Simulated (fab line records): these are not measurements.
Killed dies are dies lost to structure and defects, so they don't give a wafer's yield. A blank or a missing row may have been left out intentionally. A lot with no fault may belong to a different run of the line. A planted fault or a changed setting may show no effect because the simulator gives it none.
fab line records	flow nandHarc	part 1 of 2: steps 1 to 4 of 6
record lots=21	wafers=63	lastDay=25
route steps=1159 shown A_CHANNEL_HOLE_D1@479 A_CHANNEL_FILL_D1@493 A_STAIRCASE@531
lots that met no fault: from a run of the same line without faults
startH: hours from the record's opening day to when the first of the lot's shown wafers began	waitH: time in hours since the lot's previous step	" the same as in the row above	L1.1+2: a row that stands for several wafers	- value missing, or start not given	* or withheld: withheld	< > ~ a bound
route shown NAME@n: names a module that has steps shown in the file, with the first one's number in the route	usual: mean and standard deviation over wafers with no fault	same: alike in all rows	chamber/n: place in a boat	sites: each site's reading	_std_site: the values' standard deviation	_edge_site: the outer-site mean with the inner-site mean subtracted	radiusMm: for every site, how far away it sits from the centre of the wafer	mask NAME#n: copy n	behind: the most recent tool/chamber to have shaped the wafer	hold: reason for holding the lot/hours on hold/outcome of the hold	device: names the non-switching transistor (n, p or np)	end of line: the tests these same wafers got at the end of their route	a step with no rows: only its recipe	killed: at the first sort, the dies lost to defects and structure; wafer yield is something else	map: shows each die of a wafer: x if killed, . if not, _ if none is there
set.NAME: the setting as run; set.NAME@STEP: as run at that earlier step	model.NAME: the simulator's own value behind a step, which no gauge read
steps of the route over a sample of lots; a table a step, a row a wafer
services: the hour from which a tool's chamber was out of use, counted from the record's first day as startH (under 0 if before that day), plus the number of hours and why
## steps
# step NHARC_A_CHANNEL_HOLE_D1_ETCH_33
# recipe biasV=400	sourceW=2000	pressureMtorr=25	timeS=90	arFlowSccm=375	c4f8FlowSccm=41.7	o2FlowSccm=83.3	tempC=-20	targetDepthA=4000	chemistry=C4F8/O2/Ar
# usual biasV=399/4.6	drypumpMotorCurrentA=6.0/0.48	showerheadPlenumPTorr=3.85/0.075	throttleValvePct=27.620/0.0086
lot.wafer	tool	chamber	startH	waitH	biasV	drypumpMotorCurrentA	rfHoursCounterH	showerheadPlenumPTorr	throttleValvePct
L074.1	harEtch-02	0	174.72	0.2	405	5.8	105	3.92	27.623
L074.4	"	0	"	"	400	5.8	-	3.92	27.619
L074.3	"	1	"	"	400	6.1	-	3.92	27.632
L076.2	harEtch-01	0	190.40	0.2	400	6.7	187	3.73	27.631
L076.3	"	1	"	"	392	5.3	-	3.87	27.635
L076.5	"	0	"	"	397	6.7	-	3.73	27.633
L075.1	harEtch-02	0	191.41	0.2	399	5.8	112	3.92	27.626
L075.4	"	0	"	"	396	5.8	-	3.91	27.619
L075.5	"	1	"	"	405	6.1	-	3.91	27.638
L077.1	harEtch-02	0	202.61	0.2	404	5.8	117	3.91	27.629
L077.2	"	1	"	"	407	6.2	117	3.91	27.621
L077.3	"	1	"	"	406	6.2	-	3.91	27.623
L078.1	harEtch-01	1	202.74	0.2	389	5.2	194	3.87	27.618
L078.5	"	1	"	"	400	5.2	-	3.87	27.641
L078.6	"	0	"	"	404	6.6	-	3.72	27.601
L080.3	harEtch-02	1	222.84	0.2	400	6.1	-	3.91	27.614
L080.4	"	0	"	"	404	5.8	-	3.91	27.620
L080.6	"	1	"	"	400	6.1	-	3.91	27.634
L082.1	harEtch-02	0	227.68	0.2	402	5.8	131	3.90	27.628
L082.4	"	0	"	"	395	5.8	-	3.90	27.616
L082.6	"	1	"	"	395	6.1	-	3.90	27.624
L081.2	harEtch-01	0	228.03	0.2	393	6.6	202	3.72	27.623
L081.6	"	1	"	"	411	5.3	-	3.86	27.621
L081.5	"	0	"	"	396	6.6	-	3.72	27.631
L084.2	harEtch-02	1	240.79	0.2	390	6.2	136	3.90	27.600
L084.3	"	0	"	"	405	5.8	-	3.90	27.614
L084.4	"	1	"	"	393	6.2	-	3.90	27.621
L083.1	harEtch-01	0	242.19	0.2	392	6.6	208	3.71	27.615
L083.3	"	0	"	"	397	6.6	-	3.71	27.609
L083.6	"	1	"	"	404	5.2	-	3.86	27.614
L088.2	harEtch-02	1	257.05	0.2	396	6.1	142	3.90	27.622
L088.4	"	0	"	"	398	5.8	-	3.90	27.616
L088.5	"	1	"	"	397	6.1	-	3.90	27.625
L087.2	harEtch-01	0	257.22	0.2	401	6.6	213	3.71	27.606
L087.4	"	1	"	"	403	5.2	-	3.86	27.625
L087.5	"	1	"	"	403	5.2	-	3.86	27.628
L086.3	harEtch-02	1	261.29	0.2	399	6.1	-	3.90	27.622
L086.4	"	0	"	"	405	5.8	-	3.90	27.615
L086.5	"	0	"	"	400	5.8	-	3.90	27.632
L085.3	harEtch-01	0	264.79	0.2	400	6.6	-	3.71	27.629
L085.6	"	0	"	"	400	6.7	-	3.71	27.622
L085.5	"	1	"	"	402	5.2	-	3.85	27.614
L090.4	harEtch-02	0	274.30	0.2	396	5.8	-	3.89	27.614
L090.3	"	1	"	"	402	6.1	-	3.89	27.635
L090.5	"	1	"	"	404	6.1	-	3.89	27.625
L089.1	harEtch-01	1	275.00	0.2	401	5.2	225	3.85	27.629
L089.5	"	1	"	"	399	5.2	-	3.85	27.609
L089.6	"	0	"	"	399	6.7	-	3.70	27.622
L091.2	harEtch-02	1	281.08	0.2	404	6.1	156	3.89	27.619
L091.5	"	0	"	"	401	5.8	-	3.89	27.627
L091.6	"	1	"	"	409	6.1	-	3.89	27.625
L093.2	harEtch-02	0	286.77	0.2	400	5.8	160	3.89	27.605
L093.3	"	1	"	"	393	6.2	-	3.89	27.617
L093.6	"	1	"	"	400	6.1	-	3.89	27.620
L094.1	harEtch-01	1	287.64	0.2	398	5.2	233	3.84	27.613
L094.4	"	1	"	"	390	5.2	-	3.85	27.606
L094.6	"	0	"	"	400	6.7	-	3.70	27.621
L095.3	harEtch-01	0	304.85	0.2	391	6.6	-	3.70	27.639
L095.5	"	0	"	"	390	6.6	-	3.70	27.620
L095.6	"	1	"	"	400	5.2	-	3.84	27.611
L097.2	harEtch-02	1	322.30	0.2	403	6.2	175	3.88	27.613
L097.3	"	1	"	"	395	6.2	-	3.88	27.614
L097.4	"	0	"	"	402	5.8	-	3.88	27.629
# step NHARC_A_CHANNEL_HOLE_D1_STRIP_27
# recipe o2FlowSccm=500	arFlowSccm=0	biasW=0	chemistry=O2
# usual drypumpMotorCurrentA=5.7/0.33	oesProductAu=1.003/0.0086	rfVppV=57.9/0.93	showerheadPlenumPTorr=3.60/0.17	throttleValvePct=17.035/0.0092
lot.wafer	tool	chamber	startH	waitH	drypumpMotorCurrentA	oesProductAu	rfHoursCounterH	rfVppV	showerheadPlenumPTorr	throttleValvePct
L074.1	rieDiel-09	3	-	-	5.6	1.008	6	59.0	3.77	17.024
L074.4	"	0	"	"	5.3	0.998	7	58.5	3.68	17.016
L074.3	"	2	"	"	5.0	0.992	6	56.4	3.60	17.041
L076.3	rieDiel-12	1	-	-	5.3	1.014	10	57.5	3.31	17.031
L076.2	"	2	"	"	5.8	1.009	10	58.5	3.71	17.047
L076.5	"	0	"	"	5.5	1.009	-	58.3	3.71	17.031
L075.4	rieDiel-09	3	-	-	5.6	1.001	9	57.3	3.77	17.034
L075.1	"	1	"	"	5.9	0.974	8	57.3	3.59	17.038
L075.5	"	0	"	"	5.3	0.990	-	57.8	3.68	17.025
L077.3	rieDiel-09	3	-	-	5.6	1.012	9	57.7	3.77	17.018
L077.2	"	0	"	"	5.3	1.001	10	57.8	3.68	17.027
L077.1	"	1	"	"	5.9	0.988	10	59.2	3.59	17.035
L078.1	rieDiel-03	0	-	-	5.8	0.996	10	58.3	3.73	17.046
L078.5	"	1	"	"	6.0	1.009	-	58.0	3.69	17.035
L078.6	"	2	"	"	5.4	1.007	-	58.2	3.41	17.039
L080.3	rieDiel-09	3	-	-	5.6	1.006	12	59.5	3.77	17.042
L080.4	"	0	"	"	5.3	1.006	11	57.0	3.68	17.034
L080.6	"	0	"	"	5.3	1.005	-	57.5	3.68	17.049
L082.1	rieDiel-12	1	-	-	5.2	1.008	2	57.9	3.31	17.044
L082.4	"	2	"	"	5.8	1.014	2	57.9	3.71	17.037
L082.6	"	1	"	"	5.3	1.010	-	57.7	3.31	17.044
L081.2	rieDiel-03	3	-	-	6.0	1.002	0	56.4	3.32	17.023
L081.5	"	0	"	"	5.8	1.007	-	58.4	3.73	17.039
L081.6	"	1	"	"	6.0	1.005	-	58.5	3.69	17.033
L084.3	rieDiel-12	0	-	-	5.5	0.999	2	58.1	3.71	17.032
L084.4	"	1	"	"	5.3	1.013	3	56.2	3.31	17.021
L084.2	"	2	"	"	5.8	1.022	3	59.0	3.71	17.035
L083.1	rieDiel-09	2	-	-	5.0	0.996	13	56.2	3.60	17.045
L083.3	"	3	"	"	5.6	1.002	13	59.2	3.77	17.048
L083.6	"	0	"	"	5.3	1.002	-	58.2	3.68	17.027
L088.4	rieDiel-03	3	-	-	6.0	1.002	2	57.8	3.31	17.032
L088.2	"	0	"	"	5.8	1.011	2	57.8	3.73	17.037
L088.5	"	2	"	"	5.5	1.002	-	59.4	3.41	17.027
L087.4	rieDiel-03	1	-	-	6.0	1.000	2	58.1	3.69	17.047
L087.2	"	3	"	"	6.0	1.001	2	55.4	3.31	17.029
L087.5	"	1	"	"	6.0	0.994	-	58.0	3.69	17.049
L086.4	rieDiel-12	3	-	-	6.2	1.001	4	57.0	3.73	17.045
L086.3	"	0	"	"	5.5	0.997	3	59.2	3.71	17.027
L086.5	"	3	"	"	6.2	0.998	-	58.0	3.73	17.036
L085.3	rieDiel-12	2	-	-	5.8	1.020	4	58.6	3.71	17.054
L085.6	"	1	"	"	5.3	1.015	-	56.6	3.31	17.027
L085.5	"	2	"	"	5.8	1.013	-	58.6	3.71	17.025
L090.3	rieDiel-03	2	-	-	5.4	1.006	4	57.5	3.41	17.027
L090.4	"	3	"	"	6.0	1.006	3	57.2	3.31	17.024
L090.5	"	1	"	"	6.0	1.003	-	57.6	3.69	17.022
L089.1	rieDiel-12	3	-	-	6.2	1.009	5	57.2	3.73	17.032
L089.5	"	2	"	"	5.8	1.009	-	59.5	3.71	17.038
L089.6	"	3	"	"	6.2	1.013	-	58.4	3.73	17.028
L091.2	rieDiel-12	3	-	-	6.2	1.001	5	57.2	3.73	17.043
L091.6	"	3	"	"	6.1	1.000	-	58.0	3.73	17.037
L091.5	"	0	"	"	5.5	0.989	-	58.2	3.71	17.042
L093.3	rieDiel-03	1	-	-	6.0	1.001	4	59.3	3.69	17.032
L093.2	"	3	"	"	6.0	1.010	4	57.5	3.31	17.038
L093.6	"	1	"	"	6.0	0.993	-	58.3	3.69	17.033
L094.1	rieDiel-12	1	-	-	5.3	1.005	6	56.4	3.31	17.036
L094.4	"	3	"	"	6.2	1.015	5	58.5	3.73	17.026
L094.6	"	1	"	"	5.3	1.021	-	55.9	3.31	17.048
L095.3	rieDiel-12	2	-	-	5.8	1.013	7	57.9	3.71	17.044
L095.5	"	1	"	"	5.3	1.004	-	57.7	3.31	17.049
L095.6	"	2	"	"	5.8	1.005	-	58.4	3.71	17.022
L097.3	rieDiel-12	0	-	-	5.5	0.989	7	57.7	3.71	17.023
L097.2	"	2	"	"	5.8	1.005	8	60.8	3.71	17.035
L097.4	"	3	"	"	6.2	0.996	7	59.3	3.73	17.038
# step NHARC_A_CHANNEL_FILL_D1_ALD_03
# recipe targetThkA=60	pulseTimeS=60	aldCycles=58	tempC=630	pressureTorr=2	material=SiNx
# usual precursorPulseHeightRel=0.999/0.02	susceptorTempC=630.0/0.36
lot.wafer	tool	chamber	startH	waitH	precursorPulseHeightRel	susceptorTempC
L074.1	aldSinBatch-03	0	-	-	0.972	-
L074.3	"	0	"	"	0.989	-
L074.4	"	0	"	"	0.991	-
L075.1	aldSinBatch-01	0	-	-	1.003	-
L075.4	"	0	"	"	0.996	-
L075.5	"	0	"	"	0.941	-
L076.2	aldSinBatch-01	0	-	-	1.031	-
L076.3	"	0	"	"	0.996	-
L076.5	"	0	"	"	1.038	-
L077.1	aldSinBatch-01	0	-	-	1.021	629.9
L077.2	"	0	"	"	1.013	629.8
L077.3	"	0	"	"	1.015	630.1
L078.1	aldSinBatch-01	0	-	-	0.991	629.9
L078.5	"	0	"	"	0.990	630.3
L078.6	"	0	"	"	0.997	630.3
L080.3	aldSinBatch-01	0	-	-	0.977	629.7
L080.4	"	0	"	"	1.018	629.8
L080.6	"	0	"	"	1.035	630.1
L081.2	aldSinBatch-02	0	-	-	1.005	-
L081.5	"	0	"	"	0.977	-
L081.6	"	0	"	"	1.000	-
L082.1	aldSinBatch-02	0	-	-	0.974	-
L082.4	"	0	"	"	1.006	-
L082.6	"	0	"	"	0.975	-
L083.1	aldSinBatch-01	0	-	-	1.009	-
L083.3	"	0	"	"	1.022	-
L083.6	"	0	"	"	1.006	-
L084.2	aldSinBatch-01	0	-	-	0.986	-
L084.3	"	0	"	"	1.014	-
L084.4	"	0	"	"	1.022	-
L087.2	aldSinBatch-03	0	-	-	1.026	629.4
L087.4	"	0	"	"	1.032	629.8
L087.5	"	0	"	"	1.008	629.3
L088.2	aldSinBatch-03	0	-	-	1.014	629.7
L088.4	"	0	"	"	0.996	629.8
L088.5	"	0	"	"	0.975	629.8
L086.3	aldSinBatch-01	0	-	-	0.989	-
L086.4	"	0	"	"	1.032	-
L086.5	"	0	"	"	0.993	-
L085.3	aldSinBatch-03	0	-	-	1.013	630.1
L085.5	"	0	"	"	0.991	629.7
L085.6	"	0	"	"	0.979	629.5
L089.1	aldSinBatch-02	0	-	-	0.953	630.7
L089.5	"	0	"	"	1.015	630.4
L089.6	"	0	"	"	1.013	630.1
L090.3	aldSinBatch-02	0	-	-	1.064	629.7
L090.4	"	0	"	"	0.991	629.7
L090.5	"	0	"	"	1.010	630.1
L091.2	aldSinBatch-01	0	-	-	0.994	-
L091.5	"	0	"	"	1.005	-
L091.6	"	0	"	"	0.977	-
L093.2	aldSinBatch-01	0	-	-	0.992	629.8
L093.3	"	0	"	"	0.987	629.6
L093.6	"	0	"	"	1.014	629.6
L094.1	aldSinBatch-01	0	-	-	1.010	629.7
L094.4	"	0	"	"	0.989	630.3
L094.6	"	0	"	"	1.028	630.3
L095.3	aldSinBatch-03	0	-	-	0.991	-
L095.5	"	0	"	"	0.989	-
L095.6	"	0	"	"	0.992	-
L097.2	aldSinBatch-02	0	-	-	1.002	-
L097.3	"	0	"	"	0.993	-
L097.4	"	0	"	"	1.023	-
# step NHARC_A_STAIRCASE_ETCH_169
# recipe targetDepthA=500	timeS=107.1	ionEnergyEv=120	ch3fFlowSccm=50	o2FlowSccm=30	arFlowSccm=200	rfW=500	biasW=100	chemistry=CH3F/O2
# usual drypumpMotorCurrentA=5.8/0.4	oesProductAu=0.951/0.021	rfVppV=244.2/1.5	showerheadPlenumPTorr=2.44/0.097	throttleValvePct=20.663/0.0086
lot.wafer	tool	chamber	startH	waitH	drypumpMotorCurrentA	oesProductAu	rfHoursCounterH	rfVppV	showerheadPlenumPTorr	throttleValvePct
L074.1	rieDiel-02	3	225.34	0.2	5.4	0.984	27	246.0	2.56	20.670
L074.3	"	1	"	"	5.5	0.937	23	243.2	2.40	20.667
L074.4	"	2	"	"	6.1	0.965	25	244.4	2.45	20.650
L075.4	rieDiel-02	3	243.43	0.1	5.4	0.994	33	245.5	2.56	20.662
L075.1	"	0	"	"	5.5	0.989	30	245.2	2.43	20.661
L075.5	"	0	"	"	5.4	0.987	-	244.7	2.43	20.662
L076.3	rieDiel-13	1	243.59	0.1	6.3	0.933	49	244.6	2.43	20.663
L076.2	"	2	"	"	5.8	0.930	51	244.6	2.41	20.658
L076.5	"	1	"	"	6.3	0.930	-	243.4	2.44	20.664
L078.1	rieDiel-04	3	254.18	0.1	6.2	0.921	49	242.3	2.35	20.655
L078.5	"	0	"	"	5.8	0.930	-	241.7	2.31	20.670
L078.6	"	1	"	"	6.6	0.936	-	245.4	2.47	20.669
L077.3	rieDiel-02	0	254.49	0.1	5.5	0.966	34	244.0	2.43	20.662
L077.1	"	1	"	"	5.5	0.932	31	242.6	2.39	20.661
L077.2	"	2	"	"	6.1	0.951	35	244.1	2.45	20.657
L082.4	rieDiel-02	0	276.80	0.1	5.4	0.985	42	244.2	2.43	20.637
L082.1	"	3	"	"	5.4	0.984	44	245.7	2.56	20.651
L082.6	"	1	"	"	5.5	0.959	-	242.4	2.39	20.647
L080.3	rieDiel-02	0	276.96	0.1	5.4	0.949	42	244.9	2.43	20.675
L080.4	"	2	"	"	6.1	0.954	41	245.4	2.45	20.668
L080.6	"	1	"	"	5.5	0.936	-	243.2	2.39	20.655
L081.2	rieDiel-02	0	277.13	0.1	5.4	0.928	42	243.1	2.43	20.677
L081.6	"	0	"	"	5.5	0.924	-	244.9	2.43	20.664
L081.5	"	1	"	"	5.5	0.915	-	243.4	2.39	20.669
L083.1	rieDiel-13	3	293.31	0.1	5.4	0.941	3	246.3	2.63	20.660
L083.3	"	1	"	"	6.3	0.933	4	244.1	2.43	20.663
L083.6	"	0	"	"	5.3	0.940	-	241.9	2.33	20.655
L084.3	rieDiel-02	2	294.25	1.5	6.1	0.943	49	243.7	2.44	20.668
L084.4	"	3	"	"	5.4	0.955	51	245.6	2.55	20.670
L084.2	"	0	"	"	5.5	0.948	50	244.2	2.43	20.649
L087.2	rieDiel-02	2	309.92	0.1	6.1	0.961	54	245.1	2.44	20.664
L087.4	"	3	"	"	5.4	0.978	56	247.1	2.55	20.658
L087.5	"	3	"	"	5.4	0.969	-	245.1	2.55	20.651
L086.3	rieDiel-04	1	309.97	0.1	6.5	0.996	3	242.5	2.46	20.668
L086.4	"	0	"	"	5.8	0.965	4	242.2	2.30	20.656
L086.5	"	1	"	"	6.5	1.000	-	243.5	2.46	20.651
L088.4	rieDiel-04	0	310.27	0.1	5.8	0.984	4	243.7	2.30	20.673
L088.2	"	3	"	"	6.2	0.982	4	242.9	2.34	20.652
L088.5	"	0	"	"	5.8	0.974	-	241.5	2.31	20.650
L085.3	rieDiel-02	0	318.22	0.1	5.4	0.935	59	244.8	2.42	20.665
L085.5	"	1	"	"	5.5	0.921	-	245.0	2.38	20.670
L085.6	"	2	"	"	6.1	0.926	-	245.4	2.44	20.660
L090.4	rieDiel-13	2	328.32	0.1	5.8	0.965	17	243.6	2.40	20.669
L090.3	"	0	"	"	5.3	0.948	14	242.7	2.33	20.667
L090.5	"	3	"	"	5.4	0.937	-	246.6	2.63	20.669
L089.1	rieDiel-13	3	328.42	0.1	5.4	0.932	15	247.4	2.63	20.655
L089.5	"	0	"	"	5.3	0.938	-	242.7	2.33	20.670
L089.6	"	1	"	"	6.3	0.957	-	243.5	2.42	20.685
L091.2	rieDiel-13	1	334.82	0.1	6.3	0.952	19	243.4	2.42	20.659
L091.6	"	3	"	"	5.5	0.948	-	247.6	2.63	20.668
L091.5	"	0	"	"	5.3	0.945	-	243.2	2.32	20.658
L094.4	rieDiel-02	3	342.08	0.1	5.4	0.983	2	245.8	2.55	20.666
L094.1	"	1	"	"	5.5	0.937	2	243.8	2.38	20.668
L094.6	"	2	"	"	6.1	0.976	-	243.3	2.44	20.660
L093.2	rieDiel-04	0	342.29	0.1	5.8	0.951	19	242.2	2.30	20.654
L093.3	"	1	"	"	6.5	0.973	17	244.9	2.46	20.656
L093.6	"	1	"	"	6.5	0.962	-	245.3	2.46	20.661
L095.3	rieDiel-04	0	355.53	0.2	5.8	0.932	24	241.8	2.30	20.677
L095.5	"	2	"	"	6.3	0.953	-	248.6	2.65	20.661
L095.6	"	3	"	"	6.2	0.945	-	243.8	2.34	20.668
L097.4	rieDiel-02	2	375.23	0.1	6.1	0.937	13	242.9	2.43	20.664
L097.3	"	3	"	"	5.3	0.947	13	244.4	2.54	20.670
L097.2	"	0	"	"	5.4	0.945	12	244.2	2.42	20.659
